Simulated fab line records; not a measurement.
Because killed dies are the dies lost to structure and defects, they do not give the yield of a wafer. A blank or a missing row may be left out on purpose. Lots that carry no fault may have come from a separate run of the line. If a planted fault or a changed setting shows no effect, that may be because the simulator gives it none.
fab line records | flow nandHarc
record lots=6 | wafers=18 | lastDay=24
route steps=1159 shown P_GATE@171 END@1159
lots that met no fault: from a run of the same line without faults
startH: start of the lot's first displayed wafer, in hours after the record's first day | waitH: hours from the lot's prior step to this one | " unchanged from the row above | L1.1+2: several wafers, shown together as one row | - no value, or no start given | * or withheld: withheld | < > ~ a bound
route shown NAME@n: a module of which the file shows steps, and the number in the route of the first | usual: mean and standard deviation over wafers with no fault | same: alike in all rows | chamber/n: place in a boat | sites: each site's reading | _std_site: standard deviation of those values | _edge_site: outer sites' mean less inner sites' | radiusMm: how far each site lies from the wafer's centre | mask NAME#n: copy n | behind: the last tool/chamber to shape the wafer | hold: the reason the lot was held/the length of the hold in hours/how it ended | device: transistor that didn't switch, given as n, p or np | end of line: tests of these same wafers at the route's end | a step given without rows: its recipe and nothing more | killed: dies that structure and defects cost at the first sort, which is not the same as the wafer's yield | map: per-die view of a wafer (x killed, . not killed, _ where there is no die)
set.NAME: the setting as run; set.NAME@STEP: as run at that earlier step | model.NAME: the simulator's own value behind a step, which no gauge read
lots at some steps of the route; a table a step, a row a wafer
services: from which hour (startH, from the record's first day; less than 0 if before it) a tool's chamber was out of use, for how many hours, and why
## steps
# step NHARC_P_GATE_HARDBAKE_47
# recipe tempC=125 | timeS=80
# step NHARC_P_GATE_DESCUM_48
# recipe timeS=3 | o2FlowSccm=200 | arFlowSccm=0 | biasPowerW=0 | chemistry=O2
# usual drypumpMotorCurrentA=5.9/0.38 | oesProductAu=0.998/0.0071 | rfVppV=58.0/0.92 | showerheadPlenumPTorr=1.97/0.075 | throttleValvePct=11.311/0.0091
lot.wafer | tool       | chamber | startH | waitH | drypumpMotorCurrentA | oesProductAu | rfHoursCounterH | rfVppV | showerheadPlenumPTorr | throttleValvePct
L220.3    | rieDiel-11 | 1       | 157.68 | -     | 6.2                  | 1.004        | 47              | 59.8   | 2.00                  | 11.326
L220.5    | "          | 1       | "      | "     | 6.2                  | 1.005        | -               | 58.8   | 2.00                  | 11.328
L220.6    | "          | 2       | "      | "     | 5.8                  | 0.982        | -               | 58.7   | 1.92                  | 11.308
L221.3    | rieDiel-05 | 1       | 163.11 | -     | 5.3                  | 1.003        | 38              | 58.8   | 2.03                  | 11.326
L221.1    | "          | 2       | "      | "     | 6.2                  | 1.002        | 39              | 56.8   | 1.98                  | 11.322
L221.6    | "          | 2       | "      | "     | 6.2                  | 0.995        | -               | 56.6   | 1.98                  | 11.315
L225.1    | rieDiel-08 | 1       | 179.41 | -     | 5.6                  | 1.004        | 17              | 57.2   | 1.80                  | 11.322
L225.3    | "          | 2       | "      | "     | 5.4                  | 0.998        | 19              | 58.2   | 2.07                  | 11.298
L225.6    | "          | 2       | "      | "     | 5.4                  | 0.995        | -               | 58.1   | 2.07                  | 11.299
L228.1    | rieDiel-05 | 1       | 205.78 | -     | 5.3                  | 0.998        | 7               | 59.2   | 2.03                  | 11.313
L228.2    | "          | 2       | "      | "     | 6.2                  | 0.998        | 7               | 57.8   | 1.98                  | 11.318
L228.6    | "          | 2       | "      | "     | 6.2                  | 1.000        | -               | 58.0   | 1.98                  | 11.325
L234.2    | rieDiel-05 | 1       | 233.99 | -     | 5.3                  | 1.009        | 11              | 57.4   | 2.03                  | 11.317
L234.5    | "          | 0       | "      | "     | 6.3                  | 0.990        | -               | 58.1   | 2.01                  | 11.320
L234.6    | "          | 1       | "      | "     | 5.3                  | 1.009        | -               | 57.9   | 2.03                  | 11.311
L233.2    | rieDiel-11 | 2       | 234.24 | -     | 5.8                  | 0.997        | 10              | 58.1   | 1.91                  | 11.315
L233.6    | "          | 3       | "      | "     | 6.5                  | 1.005        | -               | 55.6   | 1.80                  | 11.314
L233.5    | "          | 0       | "      | "     | 6.0                  | 0.992        | -               | 57.0   | 1.97                  | 11.318
# step NHARC_P_GATE_IMPLANT_49
# recipe energyKev=30 | doseCm2=3e+15 | tiltDeg=7
# step NHARC_P_GATE_STRIP_111
# recipe powerW=1500 | tempC=110 | timeS=250 | chemistry=N2/H2
# usual drypumpMotorCurrentA=5.56/0.13 | heaterPowerW=83/7.2
lot.wafer | tool           | chamber | startH | waitH | drypumpMotorCurrentA | heaterPowerW | rfHoursCounterH
L220.3    | plasmaAsher-02 | 1       | 158.15 | 0.2   | 5.45                 | 84           | -
L220.5    | "              | 1       | "      | "     | 5.46                 | 82           | -
L220.6    | "              | 0       | "      | "     | 5.54                 | 72           | -
L221.1    | plasmaAsher-01 | 0       | 163.55 | 0.2   | 5.57                 | 97           | 18
L221.3    | "              | 0       | "      | "     | 5.59                 | 97           | -
L221.6    | "              | 0       | "      | "     | 5.57                 | 96           | -
L225.1    | plasmaAsher-01 | 1       | 179.81 | 0.2   | 5.83                 | 84           | 24
L225.3    | "              | 1       | "      | "     | 5.84                 | 85           | -
L225.6    | "              | 0       | "      | "     | 5.59                 | 96           | -
L228.2    | plasmaAsher-02 | 0       | 206.31 | 0.3   | 5.51                 | 76           | 7
L228.1    | "              | 1       | "      | "     | 5.44                 | 82           | 7
L228.6    | "              | 0       | "      | "     | 5.52                 | 74           | -
L234.2    | plasmaAsher-02 | 1       | 234.40 | 0.2   | 5.43                 | 84           | 16
L234.6    | "              | 0       | "      | "     | 5.50                 | 75           | -
L234.5    | "              | 1       | "      | "     | 5.43                 | 83           | -
L233.2    | plasmaAsher-01 | 1       | 234.58 | 0.2   | 5.84                 | 86           | 43
L233.5    | "              | 1       | "      | "     | 5.85                 | 83           | -
L233.6    | "              | 0       | "      | "     | 5.58                 | 97           | -
# step NHARC_P_GATE_STRIP_75
# recipe powerW=1500 | tempC=250 | chemistry=O2
# usual drypumpMotorCurrentA=5.55/0.13 | heaterPowerW=309/26
lot.wafer | tool           | chamber | startH | waitH | drypumpMotorCurrentA | heaterPowerW | rfHoursCounterH
L220.3    | plasmaAsher-02 | 1       | 158.37 | 0.2   | 5.42                 | 313          | -
L220.5    | "              | 1       | "      | "     | 5.44                 | 312          | -
L220.6    | "              | 0       | "      | "     | 5.52                 | 289          | -
L221.1    | plasmaAsher-01 | 0       | 163.81 | 0.2   | 5.59                 | 359          | 18
L221.3    | "              | 0       | "      | "     | 5.60                 | 353          | -
L221.6    | "              | 0       | "      | "     | 5.58                 | 358          | -
L225.1    | plasmaAsher-01 | 1       | 180.12 | 0.3   | 5.84                 | 317          | 24
L225.3    | "              | 1       | "      | "     | 5.83                 | 323          | -
L225.6    | "              | 0       | "      | "     | 5.58                 | 354          | -
L228.2    | plasmaAsher-02 | 0       | 206.61 | 0.3   | 5.56                 | 285          | 7
L228.1    | "              | 1       | "      | "     | 5.43                 | 306          | 7
L228.6    | "              | 0       | "      | "     | 5.48                 | 283          | -
L234.2    | plasmaAsher-02 | 1       | 234.66 | 0.2   | 5.45                 | 308          | 16
L234.6    | "              | 0       | "      | "     | 5.57                 | 277          | -
L234.5    | "              | 1       | "      | "     | 5.45                 | 320          | -
L233.2    | plasmaAsher-01 | 1       | 234.88 | 0.3   | 5.85                 | 313          | 43
L233.5    | "              | 1       | "      | "     | 5.84                 | 321          | -
L233.6    | "              | 0       | "      | "     | 5.56                 | 368          | -
# step NHARC_P_GATE_STRIP_50
# recipe timeS=900 | tempC=130 | chemistry=SPM
# step NHARC_P_GATE_DEHYDRATE_51
# recipe tempC=150 | timeS=120
# step NHARC_P_GATE_HMDS_52
# recipe timeS=30
# step NHARC_P_GATE_COAT_53
# recipe spinRpm=3000
# step NHARC_P_GATE_SOFTBAKE_54
# recipe tempC=122 | timeS=95
# step NHARC_P_GATE_EBR_55
# step NHARC_P_GATE_EXPOSE_56
# recipe na=0.6 | targetCdNm=720 | doseMj=14.81 | maskId=P_PSD
# step NHARC_P_GATE_PEB_57
# recipe pebTempC=118 | pebTimeS=85
# usual heaterPowerTotalW=164.00/0.26 | plateTempC=118.02/0.14
lot.wafer | tool          | chamber | startH | waitH | heaterPowerTotalW | plateTempC
L220.3    | lithoTrack-03 | 0       | 159.18 | 0.1   | 164.43            | 118.03
L220.5    | "             | 0       | "      | "     | 164.04            | 118.04
L220.6    | "             | 0       | "      | "     | 163.72            | 118.12
L221.1    | lithoTrack-05 | 0       | 164.64 | 0.1   | 163.65            | 118.06
L221.3    | "             | 0       | "      | "     | 164.22            | 117.89
L221.6    | "             | 0       | "      | "     | 163.64            | 117.90
L225.1    | lithoTrack-05 | 0       | 180.95 | 0.1   | 157.19            | 114.43
L225.3    | "             | 0       | "      | "     | 157.18            | 114.32
L225.6    | "             | 0       | "      | "     | 157.57            | 114.37
L228.1    | lithoTrack-05 | 0       | 207.45 | 0.1   | 157.49            | 114.66
L228.2    | "             | 0       | "      | "     | 157.71            | 114.55
L228.6    | "             | 0       | "      | "     | 157.24            | 114.58
L234.2    | lithoTrack-03 | 0       | 235.37 | 0.1   | 164.44            | 118.01
L234.5    | "             | 0       | "      | "     | 164.44            | 118.00
L234.6    | "             | 0       | "      | "     | 163.73            | 118.00
L233.2    | lithoTrack-03 | 0       | 235.73 | 0.1   | 164.33            | 118.00
L233.5    | "             | 0       | "      | "     | 164.06            | 118.27
L233.6    | "             | 0       | "      | "     | 163.87            | 118.25
# step NHARC_P_GATE_DEVELOP_58
# recipe timeS=70
# step NHARC_P_GATE_CD_MEAS_59
# recipe targetCdNm=720 | landingEnergyEv=500
# usual cdNm=720.0/1.4
# same landingEnergyEv=500
lot.wafer | tool     | chamber | startH | waitH | cdNm
L220.3    | cdSem-02 | 0       | 159.28 | -     | 720.0
L220.5    | "        | 0       | "      | "     | 721.3
L220.6    | "        | 0       | "      | "     | 719.5
L221.1    | cdSem-02 | 0       | 164.73 | -     | 720.4
L221.3    | "        | 0       | "      | "     | 718.9
L221.6    | "        | 0       | "      | "     | 719.5
L225.1    | cdSem-03 | 0       | 181.04 | -     | 712.6
L225.3    | "        | 0       | "      | "     | 713.1
L225.6    | "        | 0       | "      | "     | 712.3
L228.1    | cdSem-01 | 0       | 207.54 | -     | 712.3
L228.2    | "        | 0       | "      | "     | 713.4
L228.6    | "        | 0       | "      | "     | 712.2
L234.2    | cdSem-02 | 0       | 235.47 | -     | 721.2
L234.5    | "        | 0       | "      | "     | 722.2
L234.6    | "        | 0       | "      | "     | 722.2
L233.2    | cdSem-02 | 0       | 235.83 | -     | 722.0
L233.5    | "        | 0       | "      | "     | 719.2
L233.6    | "        | 0       | "      | "     | 720.6
# step NHARC_P_GATE_HARDBAKE_60
# recipe tempC=125 | timeS=80
# step NHARC_END_SORT_01
# recipe tempC=25
# usual killedAtArray=27/10 | killedAtOther=0.6/1 | killedAtPeriphery=3.4/2.7 | killedDies=31/9.7 | killedOpen=3.4/1.7 | killedShort=2.2/1.5
# same grossDies=677
lot.wafer | tool      | chamber | startH | waitH | killedAtArray | killedAtOther | killedAtPeriphery | killedDies | killedOpen | killedShort
L221.6    | prober-01 | 0       | 514.40 | 4.0   | 16            | 0             | 5                 | 21         | 7          | 3
# killed by level:class
L221.6 A_CONTACT:geometricParticle:open=3 A_CHANNEL_HOLE_D1:chamberFilmFlake=3 A_CONTACT:chamberFilmFlake=3 A_CHANNEL_FILL_D1:chamberFilmFlake=2 P_CONTACT:geometricParticle:short=1 P_M0:geometricParticle:open=1 P_M0:geometricParticle:short=1 A_CHANNEL_HOLE_D1:geometricParticle:open=1
## services
tool           | chamber | startH | hours | kind
rieDiel-05     | 0       | 143.32 | -     | clean
rieDiel-05     | 1       | 143.32 | -     | clean
rieDiel-05     | 2       | 143.32 | -     | clean
rieDiel-05     | 3       | 143.32 | -     | clean
rieDiel-11     | 1       | 144.97 | 3.7   | repair
plasmaAsher-02 | -       | 162.84 | 6.2   | repair
rieDiel-05     | -       | 163.62 | 9.0   | pm
rieDiel-05     | 0       | 163.62 | 57.5  | ventCycle
rieDiel-05     | 1       | 163.62 | 9.2   | ventCycle
rieDiel-05     | 2       | 163.62 | 9.0   | ventCycle
rieDiel-05     | 3       | 163.62 | 9.0   | ventCycle
rieDiel-05     | 2       | 172.62 | -     | clean
rieDiel-05     | 3       | 172.62 | -     | clean
rieDiel-05     | -       | 177.75 | 0.4   | repair
plasmaAsher-02 | -       | 183.23 | 9.0   | pm
plasmaAsher-02 | 0       | 183.23 | 9.0   | ventCycle
plasmaAsher-02 | 1       | 183.23 | 9.0   | ventCycle
rieDiel-11     | -       | 189.50 | 9.0   | pm
rieDiel-08     | -       | 190.55 | 2.4   | repair
plasmaAsher-02 | 0       | 192.23 | -     | clean
plasmaAsher-02 | 1       | 192.23 | -     | clean
plasmaAsher-01 | -       | 192.66 | 8.7   | repair
lithoTrack-03  | -       | 213.00 | 7.0   | pm
rieDiel-08     | 0       | 229.99 | 1.4   | repair
## key
firstSign step=NHARC_P_GATE_PEB_57 | reading=plateTempC | direction=down | sigmas=26 | usual=* | struck=*
effect step=NHARC_P_GATE_PEB_57 | reading=heaterPowerTotalW | direction=down | sigmas=25 | usual=* | struck=*
effect step=NHARC_P_GATE_CD_MEAS_59 | reading=cdNm | direction=down | sigmas=5.3 | usual=720.0 | struck=712.6
metAt NHARC_P_GATE_PEB_57
struckWafers L225.1,L225.3,L225.6,L228.1,L228.2,L228.6
testerLeftOut L225,L228
onsetBetween 164.64 180.95
fault kind=processParameterDrift | tool=lithoTrack-05 | chamber=- | onsetH=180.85 | steps=NHARC_P_GATE_PEB_57 | channel=pebTempC | offset=* | shape=step | endH=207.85 | actsIn=* | stated=*
# testerLeftOut: of these lots the tester's yield and bins aren't shown, on N5 and GAA mostly nor the transistor test; their killed dies are dies lost to structure and defects alone, not to doping, threshold or leakage, so they don't give the yield
